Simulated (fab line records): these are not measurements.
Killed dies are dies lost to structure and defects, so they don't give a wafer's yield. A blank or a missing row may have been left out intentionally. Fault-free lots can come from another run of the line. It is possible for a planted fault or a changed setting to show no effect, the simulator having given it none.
Comparing a struck lot with a sound one :: flow n5Finfet :: 35 steps out of a route of 1938
Sound: the wafers L262.1, L262.2, L262.4. Struck: wafers L253.1, L253.2, L253.4. The cause is given at the end.
Each step with rows lists, per side, the tool, then ch with its chambers, then its first start. Under that, the readings that differ: sound wafers :: struck wafers :: difference of the means :: sigmas: that difference in standard deviations of wafers without a fault.
alike: same words and numbers on both sides, and readings whose means sit less than 2 such deviations apart. not compared: any withheld reading, any reading some wafer has no value for, any bound like >300 that may hide the same value, and any number with overlapping values for which the record gives no deviation.
A row with sigmas, a row that says differs or no value, or rows on one side alone: a step with any of these is where the two part. Numbers that have no deviation but don't overlap get no sigmas and don't part them. A reading missing from all wafers of one side parts the sides only when that side holds two or more wafers.

first, 12 steps without rows for these wafers: N5_SD_EPI_P_ETCH_37 (etches SOC in N2/H2, overetch 108 nm, time 486 s); N5_SD_EPI_P_STRIP_38 (strips in N2/H2); N5_SD_EPI_P_ETCHBACK_46 (etches SiNx in CH3F/O2, stops on SiO2, target depth 17.5 nm); N5_SD_EPI_P_ETCH_47 (etches SiOCN in CH3F/O2, target depth 25 nm); N5_SD_EPI_P_ETCH_16 (etches SiO2 in CHF3/O2, target depth 5 nm); N5_SD_EPI_P_STRIP_50 (strips in CHF3/O2); N5_SD_EPI_P_SD_RECESS_17 (chemistry HBr/Cl2/O2, target depth 39.1 nm, bt time 3 s); N5_SD_EPI_P_WET_ETCH_45 (etches SiO2 in dHF, time 10.7 s, target depth 2 nm, rinse time 30 s); N5_SD_EPI_P_STRIP_40 (strips in N2/H2); N5_SD_EPI_P_PRECLEAN_52 (cleans in O3/DIW, time 60 s); N5_SD_EPI_P_SRD_20 (time 30 s); N5_SD_EPI_P_PRECLEAN_51 (cleans in NF3:NH3, afs cycles 1, time 20 s, sublimation time 60 s).
N5_SD_EPI_P_VAPOR_ETCH_44: etches SiGe30 in NF3/Ar, time 3.3 s.
  sound on epiRpcvd-02 ch 0, day 9 03:19; struck on epiRpcvd-01 ch 0, day 6 20:28
then, 20 steps without rows for these wafers: N5_SD_EPI_P_EPI_21 (deposits SiGe:B, time 355 s); N5_SD_EPI_P_HM_STRIP_48 (strips SiNx in H3PO4, material SiNx, target depth 3 nm); N5_SD_EPI_P_SRD_49 (time 30 s); N5_SD_EPI_P_PRECLEAN_24 (cleans in O3/DIW, time 45 s); N5_SD_EPI_P_PRECLEAN_32 (cleans in dHF, time 10 s); N5_SD_EPI_P_PRECLEAN_33 (cleans in SC2, time 45 s); N5_SD_EPI_P_SRD_25 (time 30 s); N5_SD_ACTIVATION_RTA_00 (time 0 s); N5_SD_ACTIVATION_LSA_01 (time 0.0008 s); N5_ILD0_LINER_00 (material SiNx, target thk 4 nm, pulse time 1 s, purge time 2 s); N5_ILD0_FCVD_FILL_01 (material SiO2 flowable, target thk 200 nm, time 328.3 s); N5_ILD0_CURE_02 (time 1800 s); N5_ILD0_CMP_03 (polishes, stops on SiNx, t overpolish 1.9 s, target thk 197.38 nm); N5_ILD0_CMP_07 (polishes SiO2 flowable, stops on poly-Si, t overpolish 1.18 s, target thk 138.88 nm); N5_ILD0_PRECLEAN_10 (cleans in NF3:NH3, afs cycles 5, time 20 s, sublimation time 60 s); N5_ILD0_ALD_15 (deposits SiNx, target thk 24 nm, pulse time 1 s, ald cycles 480); N5_ILD0_CMP_12 (polishes SiNx, stops on poly-Si, t overpolish 6 s, target thk 17.67 nm); N5_SDB_HM_DEP_00 (deposits SiNx from SiH4/NH3/N2, target thk 40 nm, time 35.3 s); N5_SDB_COAT_03 (time 60 s, resist thk 100 nm); N5_SDB_COAT_04 (time 60 s, resist thk 18 nm).
-- the record jumps here: 5 days lie between the struck wafers' starts before and after (it left off in module SDB and takes up again in module BEOL_M4, whose first step shown is number 1111 of the route) --
N5_BEOL_M4_RC_MEAS_101:
  sound on prober-01 ch 0, day 13 21:28; struck on prober-01 ch 0, day 11 16:22
  no value came back on the struck wafers for any of 5 readings (DIBL_P (mV/V), IOFF_P (nA/um) and others); on the sound wafers DIBL_P (mV/V) reads 37.3 36.5 35.0
  alike: DIBL_N, IOFF_N, ION_N, SS_N, VT_N
-- record jumps: 5 days separate the struck wafers' starts on either side; left off in module BEOL_M4, taken up again in module PASSIVATION, whose first shown step is the route's number 1936 --
N5_PASSIVATION_PROBE_49:
  rows exist in the record for the struck wafers here (prober-01, day 16 07:06), but not for the sound ones

WHERE THEY PART
First at N5_BEOL_M4_RC_MEAS_101; last, within this record, at N5_PASSIVATION_PROBE_49.

WHY: what the simulator had put in
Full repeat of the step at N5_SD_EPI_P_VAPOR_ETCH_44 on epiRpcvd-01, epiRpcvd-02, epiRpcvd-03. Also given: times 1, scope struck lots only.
